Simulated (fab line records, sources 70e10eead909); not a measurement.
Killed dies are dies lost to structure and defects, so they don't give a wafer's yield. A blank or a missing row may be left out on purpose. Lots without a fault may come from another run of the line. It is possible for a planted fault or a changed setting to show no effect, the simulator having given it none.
Tool commonality check :: flow nandHarc :: Lots sampled 2, wafers sampled 6

## WHY IT WAS OPENED
On 2 of the 2 lots, a flag is raised at NHARC_END_SORT_01 on the reading killedAtPeriphery. Wafers without a fault read 3.2, standard deviation 2.3.
Rule: flag the lot when none of its wafers has a number, or when each of its wafers that has one lies beyond 4 standard deviations from that mean. As for the other lots, they are considered sound.

lot: L181
measured: day 23 02:31
on: prober-02
killedAtPeriphery, wafer by wafer: 54 43 84
flag: FLAGGED

lot: L185
measured: day 24 20:16
on: prober-01
killedAtPeriphery, wafer by wafer: 42 79 48
flag: FLAGGED
The mean of the flagged lots' numbers is 58.3, +55.1 from the usual (+24 standard deviations).

## WHICH TOOL EACH LOT WENT THROUGH
Before the reading, the record contains 3 process steps out of a 1159-step route. Every cell lists first the tool, next ch and the chambers used by the sampled wafers, and last the start.
lot: L181
flag: FLAGGED
NHARC_P_STI_ETCH_15: rieSi-04 ch 0,2,3, day 6 06:40
NHARC_THIN_TSV_DEP_47: pecvd-04 ch 1,2, day 22 14:11
NHARC_THIN_TSV_ETCH_59: rieMetal-03 ch 0,1, day 22 18:34

lot: L185
flag: FLAGGED
NHARC_P_STI_ETCH_15: rieSi-04 ch 0,2,3, day 7 06:17
NHARC_THIN_TSV_DEP_47: pecvd-02 ch 1,2, day 24 04:58
NHARC_THIN_TSV_ETCH_59: rieMetal-02 ch 0,1, day 24 09:19
These steps, and what they do:
- NHARC_P_STI_ETCH_15: etches the open film in HBr/Cl2, target depth 300 nm, time 100.1 s.
- NHARC_THIN_TSV_DEP_47: deposits SiO2, target thk 200 nm.
- NHARC_THIN_TSV_ETCH_59: etches the open film in Cl2/BCl3, target depth 880 nm, time 138.1 s.
- NHARC_END_SORT_01

## FLAGGED AGAINST TOTAL, ONE TOOL AT A TIME (gauges that did the reading follow at the end)
step: NHARC_P_STI_ETCH_15
tool: rieSi-04
lots run: 2
flagged: 2
share of the flagged lots: all
sound lots run after its first flagged lot: 0

step: NHARC_THIN_TSV_DEP_47
tool: pecvd-02
lots run: 1
flagged: 1
share of the flagged lots: some
sound lots run after its first flagged lot: 0

step: NHARC_THIN_TSV_DEP_47
tool: pecvd-04
lots run: 1
flagged: 1
share of the flagged lots: some
sound lots run after its first flagged lot: 0

step: NHARC_THIN_TSV_ETCH_59
tool: rieMetal-02
lots run: 1
flagged: 1
share of the flagged lots: some
sound lots run after its first flagged lot: 0

step: NHARC_THIN_TSV_ETCH_59
tool: rieMetal-03
lots run: 1
flagged: 1
share of the flagged lots: some
sound lots run after its first flagged lot: 0

step: NHARC_END_SORT_01
tool: prober-01
lots run: 1
flagged: 1
share of the flagged lots: some
sound lots run after its first flagged lot: 0

step: NHARC_END_SORT_01
tool: prober-02
lots run: 1
flagged: 1
share of the flagged lots: some
sound lots run after its first flagged lot: 0

## WHAT THE TABLE PERMITS
In the table, 1 row covers all flagged lots: rieSi-04 at NHARC_P_STI_ETCH_15.
- rieSi-04 at NHARC_P_STI_ETCH_15: 2 of its 2 lots flagged. It ran no sound lot before its first flagged lot in this sample, so the start can't be narrowed down.
Left over: one tool, rieSi-04 at NHARC_P_STI_ETCH_15.

## WHAT THE SIMULATOR PUT IN
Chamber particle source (rieSi-04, NHARC_P_STI_ETCH_15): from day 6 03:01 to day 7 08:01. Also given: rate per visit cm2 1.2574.
Shown lots that were struck: L181, L185. The rule given above showed the same thing.
